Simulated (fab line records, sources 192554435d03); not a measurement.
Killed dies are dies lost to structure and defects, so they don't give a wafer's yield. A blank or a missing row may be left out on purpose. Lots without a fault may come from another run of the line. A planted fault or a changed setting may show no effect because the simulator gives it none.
A struck lot beside a sound one | flow n5_finfet | 25 steps out of a route of 1938
Sound: wafers L883.3, L883.4, L883.5. Struck: wafers L900.2, L900.4, L900.5. The cause comes at the end.
At each step with rows: each side's tool, then ch and its chambers, then its first start. Under that, the readings that differ: sound wafers | struck wafers | difference of the means | sigmas: that difference in standard deviations of wafers without a fault.
alike: readings whose means differ by less than 2 such deviations, and words and numbers that are the same on both sides. not compared: withheld readings, readings that some wafer has no value for, bounds like >300 that may hide the same value, and numbers for which the record gives no deviation and whose values overlap.
The two part at a step that has a row with sigmas, a row that says differs or no value, or rows on one side only. Numbers that don't overlap but have no deviation are shown without sigmas and don't part them. A reading that every wafer of one side lacks parts them only if that side has two wafers or more.

first, 2 steps without rows for these wafers: N5_BEOL_M0_TRENCH_ETCH_107 (etches SiOC in C4F6/O2, target depth 32.8 nm, time 16.4 s); N5_BEOL_M0_STRIP_142 (strips in N2/H2, time 10 s).
N5_BEOL_M0_OCD_MEAS_108:
  sound on ocd-02, day 7 10:38; struck on ocd-01, day 11 13:06
  alike: trench_depth_nm
then, 6 steps without rows for these wafers: N5_BEOL_M0_HM_STRIP_129 (strips TiN in peroxide tin strip, target depth 17 nm, time 108 s); N5_BEOL_M0_SRD_130 (time 30 s); N5_BEOL_M0_ETCH_109 (etches SiCN in CH3F/O2, target depth 8 nm, overetch 2.4 nm, time 27.4 s); N5_BEOL_M0_STRIP_139 (strips in post etch residue remover, time 60 s); N5_BEOL_M0_SRD_111 (time 30 s); N5_BEOL_M0_DEGAS_112 (time 60 s).
N5_BEOL_M0_PRE_CLEAN_113: time 30 s.
  sound on pvd_sputter-02, day 7 12:24; struck on pvd_sputter-02, day 11 14:48
  alike: heater_power_w
then, 2 steps without rows for these wafers: N5_BEOL_M0_ALD_136 (deposits TaN, pulse time 2 s, purge time 3 s, co reactant purge time 2 s); N5_BEOL_M0_SURFACE_TREAT_137.
N5_BEOL_M0_CVD_115: deposits Co from CCTBA/H2, time 120 s.
  sound on cvd_co-02 ch 0,2, day 7 12:45; struck on cvd_co-01 ch 1,2, day 11 15:20
  no value came back on the struck wafers for chamber_pressure_Torr (Torr), run_length_s (s), time_s (s); on the sound wafers chamber_pressure_Torr (Torr) reads 30.01 29.90 29.94
N5_BEOL_M0_SPUTTER_116: material Cu, target thk 4 nm, time 7.37 s.
  sound on pvd_sputter-03, day 7 12:51; struck on pvd_sputter-02, day 11 15:42
  alike: throttle_valve_pct
then, 2 steps without rows for these wafers: N5_BEOL_M0_ANNEAL_117 (time 60 s); N5_BEOL_M0_SPUTTER_132 (material Cu, target thk 4 nm, time 7.37 s).
N5_BEOL_M0_ANNEAL_133: time 60 s.
  sound on pvd_sputter-03, day 7 13:03; struck on pvd_sputter-02, day 11 15:54
  alike: heater_power_w
N5_BEOL_M0_SPUTTER_134: material Cu, target thk 4 nm, time 7.37 s.
  sound on pvd_sputter-03, day 7 13:05; struck on pvd_sputter-02, day 11 15:56
  alike: throttle_valve_pct
then, 3 steps without rows for these wafers: N5_BEOL_M0_ANNEAL_135 (time 60 s); N5_BEOL_M0_SPUTTER_141 (material Cu, target thk 4 nm, time 7.37 s); N5_BEOL_M0_ECD_118 (material Cu, target thk 300 nm).
N5_BEOL_M0_ANNEAL_119: time 90 s.
  sound on rtp_anneal-01 ch 0, day 7 18:22; struck on rtp_anneal-02 ch 0, day 11 16:19
  alike: wafer_temp_C_max
N5_BEOL_M0_CMP_120: polishes, stops on SiOC, t overpolish 6.9 s.
  sound on cmp-03 ch 0,1, day 7 18:48; struck on cmp-02 ch 0,1,2, day 11 16:39
  reading                      | sound          | struck         | difference | sigmas
  barrier_field_endpoint_s (s) | 3.56 3.73 3.71 | 1.88 1.88 1.82 | -1.81      | -14
  alike: clearing_platen_rpm, motor_current_A
  not compared: pad_life_wafers
N5_BEOL_M4_RC_MEAS_101:
  the record has rows for the sound wafers here (prober-01 ch 0, day 9 13:31) and none for the struck ones
-- the record jumps here: 9 days lie between the struck wafers' starts before and after (it left off in module BEOL_M4 and takes up again in module PASSIVATION, whose first step shown is number 1936 of the route) --
N5_PASSIVATION_PROBE_49:
  sound on prober-01, day 13 17:46; struck on prober-02, day 20 05:51
  reading                  | sound          | struck         | difference | sigmas
  defect_limited_yield (%) | 87.7 88.5 86.4 | 0 0 0          | -88        | -51
  killed_at_M0_to_M3       | 43 35 46       | 1126 1107 1125 | +1078      | +99 or more
  killed_at_front_end      | 71 67 67       | 33 44 35       | -31        | -2
  killed_dies              | 145 136 161    | 1180 1180 1180 | +1033      | +52
  killed_on_rim            | 15 17 20       | 152 152 152    | +135       | +34
  killed_open              | 91 81 105      | 54 71 60       | -31        | -2
  killed_short             | 52 44 55       | 23 30 29       | -23        | -2
  sort_bin_5_function (%)  | 7.7 6.3 7.3    | 89.3 88.8 88.1 | +81.6      | +74
  sort_bin_6_memory (%)    | 4.3 4.2 5.6    | 10.4 10.8 11.7 | +6.3       | +8
  sort_n_pass              | 1035 1044 1019 | 0 0 0          | -1033      | -49
  sort_yield_pct (%)       | 87.7 88.5 86.4 | 0 0 0          | -88        | -51
  alike: killed_at_M4_up, killed_at_contacts, killed_at_other, sort_bin_8_speed

WHERE THEY PART
First at N5_BEOL_M0_CVD_115; last, within this record, at N5_PASSIVATION_PROBE_49.

WHY: what the simulator had put in
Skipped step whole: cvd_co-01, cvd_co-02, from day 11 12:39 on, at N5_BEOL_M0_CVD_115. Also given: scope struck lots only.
